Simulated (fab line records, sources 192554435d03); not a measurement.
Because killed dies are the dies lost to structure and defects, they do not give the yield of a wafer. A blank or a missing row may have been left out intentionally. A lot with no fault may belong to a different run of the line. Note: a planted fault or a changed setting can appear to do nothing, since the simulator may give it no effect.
Lot-split experiment :: flow n5 finfet :: 21 wafers read from 7 lots, route of 1938 steps

## ON THE SPLIT
At N5_BEOL_M3_DESCUM_33 (chemistry O2, time 7 s), the setting time s was moved away from the recipe's 7 s on 8 of the 21 wafers read, by -14.4% to +12.1%. For the rest of the wafers, this setting stayed at what the recipe calls for.

The reading is taken at the split's own step.

## THE READING
CAR-EUV_of_BEOL_M3_COAT_22.thk nm (the simulator's own value, which no gauge read), in nm, at N5_BEOL_M3_DESCUM_33 (chemistry O2, time 7 s). The file gives no usual value for it. Average 26.0 nm, standard deviation 0.12 nm, over the 13 wafers here run with the recipe.

wafer: L076.3
tool, chamber at the split: rie diel-05, 0,1
time s as run, s: 6.265
against the recipe: -10.5%
CAR-EUV_of_BEOL_M3_COAT_22.thk nm, nm: 26.6
against lot-mates on the recipe: no lot-mate on the recipe

wafer: L076.6
tool, chamber at the split: rie diel-05, 0,1
time s as run, s: 6.265
against the recipe: -10.5%
CAR-EUV_of_BEOL_M3_COAT_22.thk nm, nm: 26.6
against lot-mates on the recipe: no lot-mate on the recipe

wafer: L076.4
tool, chamber at the split: rie diel-05, 1
time s as run, s: 6.265
against the recipe: -10.5%
CAR-EUV_of_BEOL_M3_COAT_22.thk nm, nm: 26.4
against lot-mates on the recipe: no lot-mate on the recipe

wafer: L078.2
tool, chamber at the split: rie diel-04, 1
time s as run, s: 7
against the recipe: recipe
CAR-EUV_of_BEOL_M3_COAT_22.thk nm, nm: 25.8
against lot-mates on the recipe: -

wafer: L078.3
tool, chamber at the split: rie diel-04, 0,3
time s as run, s: 7
against the recipe: recipe
CAR-EUV_of_BEOL_M3_COAT_22.thk nm, nm: 26
against lot-mates on the recipe: -

wafer: L078.5
tool, chamber at the split: rie diel-04, 0,3
time s as run, s: 7
against the recipe: recipe
CAR-EUV_of_BEOL_M3_COAT_22.thk nm, nm: 26
against lot-mates on the recipe: -

wafer: L081.1
tool, chamber at the split: rie diel-01, 1
time s as run, s: 5.992
against the recipe: -14.4%
CAR-EUV_of_BEOL_M3_COAT_22.thk nm, nm: 26.8
against lot-mates on the recipe: +0.6

wafer: L081.5
tool, chamber at the split: rie diel-01, 2,3
time s as run, s: 7
against the recipe: recipe
CAR-EUV_of_BEOL_M3_COAT_22.thk nm, nm: 26.2
against lot-mates on the recipe: -

wafer: L081.6
tool, chamber at the split: rie diel-01, 2,3
time s as run, s: 7
against the recipe: recipe
CAR-EUV_of_BEOL_M3_COAT_22.thk nm, nm: 26.2
against lot-mates on the recipe: -

wafer: L082.1
tool, chamber at the split: rie diel-01, 2,3,3
time s as run, s: 7
against the recipe: recipe
CAR-EUV_of_BEOL_M3_COAT_22.thk nm, nm: 26
against lot-mates on the recipe: -

wafer: L082.4
tool, chamber at the split: rie diel-01, 2,3,3
time s as run, s: 7
against the recipe: recipe
CAR-EUV_of_BEOL_M3_COAT_22.thk nm, nm: 26
against lot-mates on the recipe: -

wafer: L082.5
tool, chamber at the split: rie diel-01, 2,3,3
time s as run, s: 7
against the recipe: recipe
CAR-EUV_of_BEOL_M3_COAT_22.thk nm, nm: 26
against lot-mates on the recipe: -

wafer: L083.1
tool, chamber at the split: rie diel-01, 3
time s as run, s: 7
against the recipe: recipe
CAR-EUV_of_BEOL_M3_COAT_22.thk nm, nm: 26
against lot-mates on the recipe: -

wafer: L083.4
tool, chamber at the split: rie diel-01, 2,0
time s as run, s: 7.848
against the recipe: +12.1%
CAR-EUV_of_BEOL_M3_COAT_22.thk nm, nm: 25.6
against lot-mates on the recipe: -0.4

wafer: L083.6
tool, chamber at the split: rie diel-01, 2,0
time s as run, s: 7.848
against the recipe: +12.1%
CAR-EUV_of_BEOL_M3_COAT_22.thk nm, nm: 25.6
against lot-mates on the recipe: -0.4

wafer: L088.1
tool, chamber at the split: rie diel-04, 2
time s as run, s: 7
against the recipe: recipe
CAR-EUV_of_BEOL_M3_COAT_22.thk nm, nm: 25.8
against lot-mates on the recipe: -

wafer: L088.6
tool, chamber at the split: rie diel-04, 2
time s as run, s: 7
against the recipe: recipe
CAR-EUV_of_BEOL_M3_COAT_22.thk nm, nm: 25.8
against lot-mates on the recipe: -

wafer: L088.2
tool, chamber at the split: rie diel-04, 1
time s as run, s: 7
against the recipe: recipe
CAR-EUV_of_BEOL_M3_COAT_22.thk nm, nm: 26
against lot-mates on the recipe: -

wafer: L093.1
tool, chamber at the split: rie diel-04, 1,2
time s as run, s: 6.507
against the recipe: -7.0%
CAR-EUV_of_BEOL_M3_COAT_22.thk nm, nm: 26.2
against lot-mates on the recipe: +0.2

wafer: L093.4
tool, chamber at the split: rie diel-04, 1,2
time s as run, s: 6.507
against the recipe: -7.0%
CAR-EUV_of_BEOL_M3_COAT_22.thk nm, nm: 26.2
against lot-mates on the recipe: +0.2

wafer: L093.5
tool, chamber at the split: rie diel-04, 2
time s as run, s: 7
against the recipe: recipe
CAR-EUV_of_BEOL_M3_COAT_22.thk nm, nm: 26
against lot-mates on the recipe: -
The file does not say which wafer passed through which chamber wherever a row lists several chambers: such a row stands for several wafers.

FIT RESULTS
A straight line over all 21 wafers: CAR-EUV_of_BEOL_M3_COAT_22.thk nm changes by -0.0434 nm for each +1% of time s; r = -0.91; the points scatter about the line by 0.13 nm.
The same after taking each lot's own level away (the mean of its wafers on the recipe; 18 wafers): -0.0352 nm for each +1%; r = -0.96; scatter 0.065 nm.
According to that fit, moving time s by its largest amount changes the reading by 0.51 nm.
Across the lots, their own levels run from 25.87 to 26.20 nm, a range of 2.7 times the standard deviation given above.
So the slope is not independent of the lot-to-lot level: the two fits are not the same.
Check: with one of the wafers moved furthest among these (-14.4%) left out of the fit, the line predicts +0.452 nm for it against its lot-mates. Against them it came out at +0.6 nm.

## ADDITIONAL SPLITS CARRIED BY THESE WAFERS
Other splits were also applied to these wafers ahead of the reading. Each is held against what the fit with the lots' levels taken away leaves over:
other split on the same wafers: N5_BEOL_M2_EXPOSE_08 dose mj
wafers away from the commonest value: 7
r with CAR-EUV_of_BEOL_M3_COAT_22.thk nm (lot level and that fit taken away): +0.33

## FILE'S OWN FIT
CAR-EUV_of_BEOL_M3_COAT_22.thk nm changes by -0.0369 nm for each +1% of time s, r = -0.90.
